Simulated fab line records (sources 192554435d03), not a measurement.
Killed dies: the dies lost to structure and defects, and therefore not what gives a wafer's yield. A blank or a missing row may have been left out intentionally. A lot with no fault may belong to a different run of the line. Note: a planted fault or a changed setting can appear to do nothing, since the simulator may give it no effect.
Split-lot experiment -- flow n5_finfet -- 7 lots, 21 wafers read, on a route of 1938 steps

== SPLIT DETAILS ==
At N5_BEOL_M10_PECVD_70 (deposits SiO2 from TEOS/O2, target thk 20 nm, time 22.7 s), the setting time_s was moved away from the recipe's 22.7 s on 7 of the 21 wafers read, by -12.7% to +12.1%. The other wafers ran this setting at the recipe's value.

The reading comes from the split's own step.

== THE READING ==
SiO2_of_BEOL_M10_PECVD_70.thk_nm (the simulator's own value, which no gauge read), in nm, at N5_BEOL_M10_PECVD_70 (deposits SiO2 from TEOS/O2, target thk 20 nm, time 22.7 s). The file does not state a usual value for it. Here, 14 wafers ran the recipe; their average is 19.9 nm with a standard deviation of 0.34 nm.

wafer,"tool, chamber at the split","time_s as run, s",against the recipe,"SiO2_of_BEOL_M10_PECVD_70.thk_nm, nm",against lot-mates on the recipe
L076.2,"pecvd-03, 2,1",22.7,recipe,19.6,-
L076.3,"pecvd-03, 2,1",22.7,recipe,19.6,-
L076.5,"pecvd-03, 2",25.05,+10.4%,21.8,+2.2
L074.2,"pecvd-01, 1",25.45,+12.1%,22.2,+2.0
L074.5,"pecvd-01, 2",25.45,+12.1%,22.6,+2.4
L074.6,"pecvd-01, 1",22.7,recipe,20.2,-
L082.1,"pecvd-03, 0",24.73,+8.9%,21.6,+1.7
L082.3,"pecvd-03, 2",22.7,recipe,19.8,-
L082.6,"pecvd-03, 1",22.7,recipe,20,-
L083.1,"pecvd-03, 0",22.7,recipe,20,-
L083.2,"pecvd-03, 1",22.7,recipe,19.2,-
L083.6,"pecvd-03, 2",22.7,recipe,19.8,-
L085.2,"pecvd-02, 0",22.7,recipe,20,-
L085.3,"pecvd-02, 1",22.7,recipe,20.4,-
L085.6,"pecvd-02, 1",22.7,recipe,20.6,-
L084.1,"pecvd-01, 2",22.7,recipe,19.8,-
L084.5,"pecvd-01, 2",20.47,-9.8%,18,-2.0
L084.6,"pecvd-01, 1",22.7,recipe,20.2,-
L086.1,"pecvd-03, 0,1",19.81,-12.7%,17.4,-2.4
L086.3,"pecvd-03, 0,1",19.81,-12.7%,17.4,-2.4
L086.2,"pecvd-03, 2",22.7,recipe,19.8,-
Where a row lists several chambers, the file gives one row for several wafers and doesn't say which wafer went through which chamber.

FIT RESULTS
A straight line over all 21 wafers: SiO2_of_BEOL_M10_PECVD_70.thk_nm changes by +0.197 nm for each +1% of time_s; r = +0.98; the points scatter about the line by 0.31 nm.
The same after taking each lot's own level away (the mean of its wafers on the recipe; 21 wafers): +0.191 nm for each +1%; r = +0.99; scatter 0.21 nm.
According to that fit, moving time_s by its largest amount changes the reading by 2.4 nm.
From 19.60 to 20.33 nm: that is the span of the lots' own levels, equal to 2.1 times the standard deviation above.
The two slopes agree, so the slope changes little with the lot-to-lot level.
Check: with one of the wafers moved furthest among these (-12.7%) left out of the fit, the line predicts -2.44 nm for it against its lot-mates. It came out at -2.4 nm against them.

== OTHER SPLITS ON THESE WAFERS ==
Note: prior to the reading, these wafers also went through further splits. Each is held against what the fit with the lots' levels taken away leaves over:
other split on the same wafers,wafers away from the commonest value,r with SiO2_of_BEOL_M10_PECVD_70.thk_nm (lot level and that fit taken away)
N5_BEOL_M6_TRENCH_ETCH_37 time_s,5,-0.08
N5_BEOL_M6_ALD_77 ald_cycles,11,+0.13
N5_BEOL_M8_PECVD_70 temp_c,9,-0.08
N5_BEOL_M9_ETCH_66 time_s,9,+0.25
N5_BEOL_M9_TRENCH_ETCH_37 bias_w,7,+0.05

== FILE'S OWN FIT ==
SiO2_of_BEOL_M10_PECVD_70.thk_nm changes by +0.194 nm for each +1% of time_s, r = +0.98.
